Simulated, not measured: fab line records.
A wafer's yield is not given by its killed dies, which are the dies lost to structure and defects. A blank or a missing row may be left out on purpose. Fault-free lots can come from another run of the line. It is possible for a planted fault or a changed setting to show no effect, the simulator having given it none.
fab line records | flow nand-harc
record lots=7 wafers=21 last-day=25
route steps=1159 shown A_STAIRCASE@725 END@1159
lots that met no fault: from a run of the same line without faults
start-h: hours from the record's first day to the start of the lot's first wafer shown | wait-h: hours from the lot's prior step to this one | " same as the row above | L1.1+2: one row covering several wafers at once | - either no value or no given start | * or withheld: withheld | < > ~ a bound
route shown NAME@n: names a module that has steps shown in the file, with the first one's number in the route | usual: the fault-free wafers' mean and standard deviation | same: alike in all rows | chamber/n: place in a boat | sites: the reading at each site | _std_site: standard deviation across them | _edge_site: outer sites' mean less inner sites' | radius-mm: how far each site lies from the wafer's centre | mask NAME#n: copy n | behind: the most recent tool/chamber to have shaped the wafer | hold: the reason the lot was held/the length of the hold in hours/how it ended | device: the transistor (n, p or np) that didn't switch | end of line: tests of these same wafers at the route's end | a step given without rows: its recipe and nothing more | killed: dies lost to structure and defects at the first sort, not the wafer's yield | map: a wafer's dies, x killed, . not, _ none there
set.NAME: setting as actually run; set.NAME@STEP: the setting as run at that earlier step | model.NAME: the simulator's own value behind a step, which no gauge read
lots at some steps of the route; a table a step, a row a wafer
services: the hour from which a tool's chamber was out of use, counted from the record's first day as start-h (under 0 if before that day), plus the number of hours and why
## steps
# step NHARC_A_STAIRCASE_HARDBAKE_442
# recipe temp-c=120 time-s=140
# step NHARC_A_STAIRCASE_DESCUM_443
# recipe time-s=3 o2-flow-sccm=200 ar-flow-sccm=0 bias-power-w=0 chemistry=O2
# step NHARC_A_STAIRCASE_ETCH_444
# recipe target-depth-a=1.02e+05 time-s=3400 c4f8-flow-sccm=20 o2-flow-sccm=10 ar-flow-sccm=withheld rf-w=600 bias-w=1000 chemistry=C4F8/O2
# usual oes-product-au=0.931/0.018 rf-fwd-power-W=600.0/1.8 rf-vpp-V=807/5.2
# columns lot.wafer tool chamber start-h wait-h oes-product-au rf-fwd-power-W rf-hours-counter-h rf-vpp-V
L253.2 rie-diel-02 3 318.70 0.6 0.922 599.2 59 798
L253.4 " 0 " " 0.920 599.4 60 809
L253.5 " 2 " " 0.928 599.0 - 815
L256.2 rie-diel-02 0 351.88 0.4 0.956 603.3 8 808
L256.6 " 2 " " 0.941 599.2 - 816
L256.5 " 0 " " 0.939 600.0 - 808
L259.2 rie-diel-13 3 352.47 0.8 0.922 601.3 27 798
L259.5 " 0 " " 0.912 600.6 - 807
L259.6 " 1 " " 0.909 600.7 - 799
L258.4 rie-diel-02 1 362.70 0.3 0.973 600.1 13 808
L258.2 " 3 " " 0.962 599.5 3 814
L258.6 " 1 " " 0.960 604.0 - 805
L265.4 rie-diel-05 3 380.87 0.3 0.953 599.5 12 809
L265.1 " 0 " " 0.931 598.2 12 808
L265.2 " 1 " " 0.955 602.8 11 801
L261.2 rie-diel-02 1 381.23 0.8 0.944 602.8 20 807
L261.6 " 2 " " 0.955 597.8 - 813
L261.5 " 3 " " 0.957 600.8 - 815
L273.3 rie-diel-13 1 445.84 0.4 0.914 599.6 60 800
L273.4 " 3 " " 0.919 598.2 61 798
L273.6 " 0 " " 0.921 602.1 - 806
# step NHARC_A_STAIRCASE_STRIP_446
# recipe power-w=1500 temp-c=250 chemistry=O2
# step NHARC_A_STAIRCASE_STRIP_447
# recipe time-s=900 temp-c=130 chemistry=SPM
# step NHARC_A_STAIRCASE_PRECLEAN_448
# recipe time-s=* temp-c=50 bath-age-min=0 chemistry=SC1
# step NHARC_A_STAIRCASE_SRD_449
# step NHARC_A_STAIRCASE_CMP_450
# recipe target-thk-nm=200 material=SiO2
# step NHARC_A_STAIRCASE_CMP_152
# step NHARC_A_STAIRCASE_SRD_154
# step NHARC_A_STAIRCASE_ETCH_403
# recipe target-depth-a=1082 chemistry=dHF material=SiO2
# columns lot.wafer tool chamber start-h wait-h
L253.5+4+2 wet-bench-07 6,7,0 321.75 0.0
L256.2+6+5 wet-bench-07 2,3,7 355.70 0.0
L259.2+5+6 wet-bench-07 2,4,5 356.39 0.0
L258.6+2+4 wet-bench-07 4,6,7 366.58 0.0
L261.2+6+5 wet-bench-04 1,3,5 383.95 0.0
L265.4+2+1 wet-bench-07 2,5,6 384.09 0.0
L273.3+4+6 wet-bench-04 0,2,3 449.13 0.0
# step NHARC_A_STAIRCASE_ETCHBACK_422
# recipe target-depth-a=400 over-etch-frac=0.3 time-s=74.286 ion-energy-ev=120 ch3f-flow-sccm=50 o2-flow-sccm=30 ar-flow-sccm=200 rf-w=500 bias-w=100 chemistry=CH3F/O2
# usual drypump-motor-current-A=5.7/0.43 oes-product-au=0.96/0.041 rf-fwd-power-W=495.7/2.5 rf-vpp-V=244.6/1.9 showerhead-plenum-p-Torr=2.48/0.12 throttle-valve-pct=20.663/0.0087
# columns lot.wafer tool chamber start-h wait-h drypump-motor-current-A oes-product-au rf-fwd-power-W rf-hours-counter-h rf-vpp-V showerhead-plenum-p-Torr throttle-valve-pct
L253.2 rie-diel-02 2 321.91 0.1 5.0 1.00 496.1 61 246.7 2.64 20.674
L253.4 " 0 " " 5.6 0.99 495.2 61 245.1 2.51 20.665
L253.5 " 2 " " 5.0 1.00 493.6 - 246.6 2.63 20.659
L256.2 rie-diel-02 0 355.85 0.1 5.6 0.99 496.1 10 245.4 2.51 20.668
L256.5 " 0 " " 5.6 0.99 496.9 - 245.7 2.51 20.662
L256.6 " 1 " " 6.1 0.99 498.4 - 243.1 2.46 20.668
L259.2 rie-diel-02 0 356.58 0.2 5.6 1.00 497.5 10 245.6 2.51 20.664
L259.6 " 1 " " 6.1 0.99 498.2 - 244.1 2.46 20.663
L259.5 " 2 " " 5.0 1.01 495.1 - 246.7 2.63 20.666
L258.2 rie-diel-05 0 366.72 0.1 6.3 0.99 494.2 8 243.5 2.45 20.665
L258.4 " 1 " " 5.6 1.00 495.4 7 243.4 2.34 20.668
L258.6 " 1 " " 5.6 1.00 494.8 - 241.6 2.34 20.673
L261.2 rie-diel-02 2 384.17 0.2 5.1 1.01 492.0 22 246.7 2.63 20.669
L261.6 " 2 " " 5.0 1.01 495.8 - 247.4 2.62 20.661
L261.5 " 3 " " 6.4 1.01 489.5 - 245.0 2.66 20.652
L265.4 rie-diel-02 2 384.36 0.3 5.0 0.93 492.8 22 247.2 2.62 20.668
L265.1 " 3 " " 6.3 1.02 489.9 11 247.5 2.66 20.651
L265.2 " 0 " " 5.6 0.93 499.0 22 245.3 2.50 20.659
L273.4 rie-diel-02 2 449.30 0.2 5.0 0.93 492.7 41 246.5 2.62 20.657
L273.3 " 3 " " 6.3 0.93 493.1 26 247.7 2.65 20.665
L273.6 " 0 " " 5.6 0.92 495.8 - 245.7 2.50 20.678
# step NHARC_A_STAIRCASE_ETCH_423
# recipe target-depth-a=300 chemistry=dHF material=SiO2
# step NHARC_A_STAIRCASE_ETCHBACK_157
# recipe target-depth-a=900 over-etch-frac=0.3 time-s=167.14 ion-energy-ev=120 ch3f-flow-sccm=50 o2-flow-sccm=30 ar-flow-sccm=200 rf-w=500 bias-w=100 chemistry=CH3F/O2
# usual drypump-motor-current-A=5.7/0.41 oes-product-au=0.98/0.034 rf-fwd-power-W=497.4/1.8 rf-vpp-V=244.7/1.7 showerhead-plenum-p-Torr=2.48/0.11 throttle-valve-pct=20.663/0.0091
# columns lot.wafer tool chamber start-h wait-h drypump-motor-current-A oes-product-au rf-fwd-power-W rf-hours-counter-h rf-vpp-V showerhead-plenum-p-Torr throttle-valve-pct
L253.4 rie-diel-02 2 322.25 0.1 5.0 1.01 494.1 62 247.0 2.63 20.642
L253.2 " 3 " " 6.3 0.99 492.7 60 241.9 2.27 20.669
L253.5 " 3 " " 6.3 1.00 496.4 - 242.1 2.27 20.670
L256.2 rie-diel-05 1 356.27 0.2 5.6 1.01 498.5 3 243.4 2.34 20.668
L256.6 " 0 " " 6.3 0.99 495.0 - 244.9 2.46 20.654
L256.5 " 1 " " 5.6 1.02 496.9 - 243.5 2.34 20.655
L259.2 rie-diel-02 2 356.96 0.2 5.0 1.01 492.2 11 247.0 2.63 20.659
L259.5 " 3 " " 6.3 1.02 499.6 - 247.4 2.66 20.654
L259.6 " 0 " " 5.6 1.01 498.4 - 245.5 2.51 20.676
L258.4 rie-diel-02 2 367.12 0.2 5.0 1.01 496.8 15 247.1 2.63 20.652
L258.2 " 3 " " 6.3 1.01 493.8 5 246.8 2.66 20.671
L258.6 " 1 " " 6.1 0.99 498.0 - 243.7 2.46 20.678
L261.2 rie-diel-05 1 384.59 0.2 5.6 1.01 497.8 14 243.4 2.34 20.662
L261.5 " 2 " " 5.7 1.00 497.0 - 244.5 2.50 20.676
L261.6 " 3 " " 5.3 1.02 497.0 - 244.5 2.50 20.660
L265.4 rie-diel-13 0 384.73 0.2 5.6 0.91 496.8 42 244.0 2.44 20.668
L265.2 " 1 " " 5.8 0.92 496.7 41 241.3 2.28 20.662
L265.1 " 2 " " 5.3 0.93 497.4 35 245.7 2.53 20.661
L273.3 rie-diel-05 1 449.63 0.1 5.6 1.01 498.7 40 243.1 2.33 20.636
L273.4 " 3 " " 5.3 1.01 495.6 40 245.9 2.49 20.669
L273.6 " 1 " " 5.6 1.00 497.3 - 243.3 2.33 20.665
# step NHARC_A_STAIRCASE_STRIP_475
# recipe time-s=20 o2-flow-sccm=500 ar-flow-sccm=0 bias-w=0 chemistry=O2
# step NHARC_A_STAIRCASE_DEP_471
# recipe target-thk-a=1000 temp-c=400 pressure-torr=6.5 rf-w=900 teos-flow-sccm=161.4 flow-sccm=2650 target-thk-nm=100 gas=O2 material=SiO2
# usual heater-power-w=598/110 rf-fwd-power-W=896/3.1 throttle-valve-pct=16.2/0.49
# columns lot.wafer tool chamber start-h wait-h heater-power-w rf-fwd-power-W throttle-valve-pct
L253.2 pecvd-04 2 322.56 - 664 898 16.4
L253.5 " 1 " " 494 896 15.1
L253.4 " 0 " " 461 895 16.1
L256.2 pecvd-01 2 356.58 - 620 897 16.0
L256.6 " 2 " " 611 894 16.5
L256.5 " 1 " " 635 891 16.4
L259.2 pecvd-02 2 357.25 - 578 896 16.6
L259.6 " 1 " " 493 890 15.8
L259.5 " 2 " " 596 897 16.7
L258.2 pecvd-02 1 367.42 - 613 899 16.1
L258.4 " 0 " " 840 896 15.6
L258.6 " 1 " " 616 897 15.8
L261.2 pecvd-01 0 384.88 - 599 896 15.9
L261.5 " 2 " " 643 896 16.5
L261.6 " 0 " " 612 898 16.0
L265.2 pecvd-01 0 385.32 - 619 896 16.2
L265.1 " 1 " " 674 898 16.5
L265.4 " 0 " " 615 894 16.1
L273.3 pecvd-04 2 449.97 - 640 898 16.4
L273.4 " 1 " " 437 894 15.5
L273.6 " 2 " " 642 897 16.6
# step NHARC_A_STAIRCASE_CMP_472
# recipe material=SiO2
# usual motor-current-A=11.6/0.96
# columns lot.wafer tool chamber start-h wait-h motor-current-A
L253.2 cmp-02 0 322.83 0.2 11.2
L253.4 " 2 " " 11.8
L253.5 " 3 " " 9.6
L256.2 cmp-03 1 356.97 0.3 11.8
L256.5 " 0 " " 10.3
L256.6 " 1 " " 11.7
L259.2 cmp-01 2 357.46 0.2 12.0
L259.5 " 2 " " 12.1
L259.6 " 3 " " 12.6
L258.2 cmp-02 0 367.66 0.2 10.8
L258.4 " 1 " " 11.3
L258.6 " 3 " " 10.1
L261.2 cmp-01 0 385.10 0.2 11.6
L261.6 " 0 " " 11.4
L261.5 " 1 " " 11.5
L265.4 cmp-02 1 385.57 0.1 11.8
L265.1 " 3 " " 10.5
L265.2 " 0 " " 12.0
L273.4 cmp-02 0 450.19 0.1 11.8
L273.3 " 3 " " 9.8
L273.6 " 0 " " 12.0
# step NHARC_A_STAIRCASE_SRD_474
# step NHARC_A_STAIRCASE_INSPECT_155
# usual raw-defect-count=366/120
# columns lot.wafer tool chamber start-h wait-h raw-defect-count
L253.2 defect-inspect-02 - 323.15 0.1 217
L253.4 " - " " 293
L253.5 " - " " 262
L256.2 defect-inspect-01 - 357.29 0.1 351
L256.5 " - " " 479
L256.6 " - " " 361
L259.2 defect-inspect-01 - 357.81 0.1 194
L259.5 " - " " 265
L259.6 " - " " 186
L258.2 defect-inspect-02 - 367.98 0.1 580
L258.4 " - " " 359
L258.6 " - " " 401
L261.2 defect-inspect-02 - 385.45 0.1 170
L261.5 " - " " 216
L261.6 " - " " 384
L265.1 defect-inspect-02 - 385.92 0.1 347
L265.2 " - " " 325
L265.4 " - " " 331
L273.3 defect-inspect-01 - 450.54 0.1 289
L273.4 " - " " 315
L273.6 " - " " 313
# step NHARC_END_SORT_01
# recipe temp-c=25
# usual killed-at-array=25/9.2 killed-at-other=0.9/1.3 killed-at-periphery=3.3/2.3 killed-dies=29/9.6 killed-open=3.2/1.8 killed-short=2/1.4
# same gross-dies=677
# columns lot.wafer tool chamber start-h wait-h killed-at-array killed-at-other killed-at-periphery killed-dies killed-open killed-short
L258.2 prober-01 0 498.65 2.8 674 0 3 677 6 0
L258.4 prober-01 0 500.26 3.4 675 0 2 677 1 2
L258.6 prober-01 0 501.87 4.0 676 0 1 677 4 0
L261.2 prober-02 0 513.06 2.8 670 0 7 677 0 2
L261.5 prober-02 0 515.47 3.7 673 0 4 677 2 3
L261.6 prober-02 0 516.28 4.0 668 0 9 677 3 3
L265.1 prober-01 0 529.50 2.5 668 6 3 677 3 4
L265.2 prober-01 0 530.31 2.8 670 3 4 677 3 3
L265.4 prober-01 0 531.91 3.4 670 1 6 677 3 1
# killed by level:class
L258.2 A_STAIRCASE:area-etch=651 A_SLIT:chamber-film-flake=6 A_CHANNEL_HOLE_D1:chamber-film-flake=4 A_WL_FILL:chamber-film-flake=3 A_CONTACT:chamber-film-flake=3 A_M0:geometric-particle:open=2 P_ZERO_WELL:chamber-film-flake=2 P_CONTACT:geometric-particle:open=1
L258.4 A_STAIRCASE:area-etch=659 A_SLIT:chamber-film-flake=7 P_ZERO_WELL:chamber-film-flake=2 A_CHANNEL_HOLE_D1:chamber-film-flake=2 A_WL_FILL:chamber-film-flake=2 A_STAIRCASE:geometric-particle:short=1 A_CONTACT:geometric-particle:open=1 A_M0:geometric-particle:short=1
L258.6 A_STAIRCASE:area-etch=654 A_SLIT:chamber-film-flake=5 A_STAIRCASE:chamber-film-flake=4 A_WL_FILL:chamber-film-flake=4 A_M0:geometric-particle:open=2 A_CHANNEL_HOLE_D1:chamber-film-flake=2 A_CONTACT:chamber-film-flake=2 A_BLC:geometric-particle:open=1
L261.2 A_STAIRCASE:area-etch=625 A_CHANNEL_HOLE_D1:chamber-film-flake=24 A_SLIT:chamber-film-flake=10 P_CONTACT:chamber-film-flake=7 A_STAIRCASE:chamber-film-flake=6 A_M0:chamber-film-flake=2 A_CHANNEL_HOLE_D1:geometric-particle:short=1 A_WL_FILL:geometric-particle:short=1
L261.5 A_STAIRCASE:area-etch=622 A_CHANNEL_HOLE_D1:chamber-film-flake=18 A_SLIT:chamber-film-flake=13 A_STAIRCASE:chamber-film-flake=10 P_CONTACT:chamber-film-flake=3 A_CONTACT:chamber-film-flake=2 A_BONDPAD:chamber-film-flake=2 P_M0:geometric-particle:short=1
L261.6 A_STAIRCASE:area-etch=635 A_CHANNEL_HOLE_D1:chamber-film-flake=10 P_CONTACT:chamber-film-flake=8 A_SLIT:chamber-film-flake=7 A_STAIRCASE:chamber-film-flake=6 A_BLC:geometric-particle:open=2 A_M0:chamber-film-flake=2 A_CONTACT:chamber-film-flake=2
L265.1 A_STAIRCASE:area-etch=654 THIN_TSV:chamber-film-flake=6 A_CHANNEL_HOLE_D1:chamber-film-flake=3 A_STAIRCASE:chamber-film-flake=3 A_CONTACT:chamber-film-flake=2 P_GATE:geometric-particle:open=1 P_M0:geometric-particle:open=1 A_CHANNEL_FILL_D1:geometric-particle:short=1
L265.2 A_STAIRCASE:area-etch=657 A_CHANNEL_HOLE_D1:chamber-film-flake=3 A_STAIRCASE:chamber-film-flake=3 THIN_TSV:chamber-film-flake=3 P_CONTACT:chamber-film-flake=2 P_CONTACT:geometric-particle:open=1 A_CHANNEL_FILL_D1:geometric-particle:open=1 A_CHANNEL_FILL_D1:geometric-particle:short=1
L265.4 A_STAIRCASE:area-etch=656 A_CHANNEL_HOLE_D1:chamber-film-flake=5 A_STAIRCASE:chamber-film-flake=3 A_CONTACT:chamber-film-flake=3 P_CONTACT:chamber-film-flake=2 P_GATE:geometric-particle:short=1 P_M0:geometric-particle:open=1 P_M1:geometric-particle:open=1
# map L258.2 (x killed, . not)
____________x____________
_________xxxxxxx_________
_______xxxxxxxxxxx_______
______xxxxxxxxxxxxx______
_____xxxxxxxxxxxxxxx_____
____xxxxxxxxxxxxxxxxx____
____xxxxxxxxxxxxxxxxx____
___xxxxxxxxxxxxxxxxxxx___
___xxxxxxxxxxxxxxxxxxx___
__xxxxxxxxxxxxxxxxxxxxx__
__xxxxxxxxxxxxxxxxxxxxx__
_xxxxxxxxxxxxxxxxxxxxxxx_
_xxxxxxxxxxxxxxxxxxxxxxx_
_xxxxxxxxxxxxxxxxxxxxxxx_
_xxxxxxxxxxxxxxxxxxxxxxx_
_xxxxxxxxxxxxxxxxxxxxxxx_
xxxxxxxxxxxxxxxxxxxxxxxxx
xxxxxxxxxxxxxxxxxxxxxxxxx
xxxxxxxxxxxxxxxxxxxxxxxxx
xxxxxxxxxxxxxxxxxxxxxxxxx
xxxxxxxxxxxxxxxxxxxxxxxxx
_xxxxxxxxxxxxxxxxxxxxxxx_
_xxxxxxxxxxxxxxxxxxxxxxx_
_xxxxxxxxxxxxxxxxxxxxxxx_
_xxxxxxxxxxxxxxxxxxxxxxx_
_xxxxxxxxxxxxxxxxxxxxxxx_
__xxxxxxxxxxxxxxxxxxxxx__
__xxxxxxxxxxxxxxxxxxxxx__
___xxxxxxxxxxxxxxxxxxx___
___xxxxxxxxxxxxxxxxxxx___
____xxxxxxxxxxxxxxxxx____
____xxxxxxxxxxxxxxxxx____
_____xxxxxxxxxxxxxxx_____
______xxxxxxxxxxxxx______
_______xxxxxxxxxxx_______
_________xxxxxxx_________
____________x____________
# map L261.2 (x killed, . not)
____________x____________
_________xxxxxxx_________
_______xxxxxxxxxxx_______
______xxxxxxxxxxxxx______
_____xxxxxxxxxxxxxxx_____
____xxxxxxxxxxxxxxxxx____
____xxxxxxxxxxxxxxxxx____
___xxxxxxxxxxxxxxxxxxx___
___xxxxxxxxxxxxxxxxxxx___
__xxxxxxxxxxxxxxxxxxxxx__
__xxxxxxxxxxxxxxxxxxxxx__
_xxxxxxxxxxxxxxxxxxxxxxx_
_xxxxxxxxxxxxxxxxxxxxxxx_
_xxxxxxxxxxxxxxxxxxxxxxx_
_xxxxxxxxxxxxxxxxxxxxxxx_
_xxxxxxxxxxxxxxxxxxxxxxx_
xxxxxxxxxxxxxxxxxxxxxxxxx
xxxxxxxxxxxxxxxxxxxxxxxxx
xxxxxxxxxxxxxxxxxxxxxxxxx
xxxxxxxxxxxxxxxxxxxxxxxxx
xxxxxxxxxxxxxxxxxxxxxxxxx
_xxxxxxxxxxxxxxxxxxxxxxx_
_xxxxxxxxxxxxxxxxxxxxxxx_
_xxxxxxxxxxxxxxxxxxxxxxx_
_xxxxxxxxxxxxxxxxxxxxxxx_
_xxxxxxxxxxxxxxxxxxxxxxx_
__xxxxxxxxxxxxxxxxxxxxx__
__xxxxxxxxxxxxxxxxxxxxx__
___xxxxxxxxxxxxxxxxxxx___
___xxxxxxxxxxxxxxxxxxx___
____xxxxxxxxxxxxxxxxx____
____xxxxxxxxxxxxxxxxx____
_____xxxxxxxxxxxxxxx_____
______xxxxxxxxxxxxx______
_______xxxxxxxxxxx_______
_________xxxxxxx_________
____________x____________
## services
# columns tool chamber start-h hours kind
rie-diel-02 0 297.39 8.6 repair
rie-diel-13 3 306.33 3.1 repair
cmp-02 - 324.66 4.0 pm
rie-diel-02 - 327.74 9.0 pm
pecvd-02 0 329.73 4.6 repair
wet-bench-07 - 330.03 2.9 repair
pecvd-02 - 334.39 13.0 pm
rie-diel-05 - 340.66 9.0 pm
rie-diel-02 3 340.85 15.6 repair
cmp-02 - 345.85 1.3 repair
cmp-02 - 350.80 1.6 repair
pecvd-01 0 351.15 6.1 repair
pecvd-01 0 365.15 14.1 repair
rie-diel-02 3 376.00 1.2 repair
wet-bench-07 - 379.97 1.0 repair
wet-bench-07 - 388.97 4.8 repair
cmp-02 - 397.79 1.1 repair
rie-diel-13 2 402.42 2.0 repair
rie-diel-13 - 417.30 0.8 repair
pecvd-01 - 418.00 13.0 pm
cmp-02 - 422.66 4.0 pm
rie-diel-02 3 443.02 3.5 repair
cmp-02 - 445.32 2.6 repair
wet-bench-07 - 448.04 8.0 pm
## key
first-sign step=NHARC_END_SORT_01 reading=killed-at-array direction=up sigmas=70 usual=25 struck=672
effect step=NHARC_END_SORT_01 reading=killed-dies direction=up sigmas=67 usual=29 struck=677
more-kills-born-at NHARC_A_STAIRCASE_ETCH_403@wet-bench-07=3931 NHARC_A_STAIRCASE_ETCH_403@wet-bench-04=1882
met-at NHARC_A_STAIRCASE_ETCH_403
struck-wafers L258.2,L258.4,L258.6,L261.2,L261.5,L261.6,L265.1,L265.2,L265.4
later-rows-left-out L258.2,L258.4,L258.6,L261.2,L261.5,L261.6,L265.1,L265.2,L265.4
tester-left-out L258,L261,L265
onset-between 356.39 366.58
fault kind=skipped-step-whole tool=wet-bench-04,wet-bench-07 chamber=- onset-h=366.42 steps=NHARC_A_STAIRCASE_ETCH_403 scope=struck-lots-only
# tester-left-out: of these lots the tester's yield and bins aren't shown, on N5 and GAA mostly nor the transistor test; their killed dies are dies lost to structure and defects alone, not to doping, threshold or leakage, so they don't give the yield
# later-rows-left-out: the simulator's readings of these wafers behind a module that went badly wrong aren't trusted and aren't shown, but for the sort
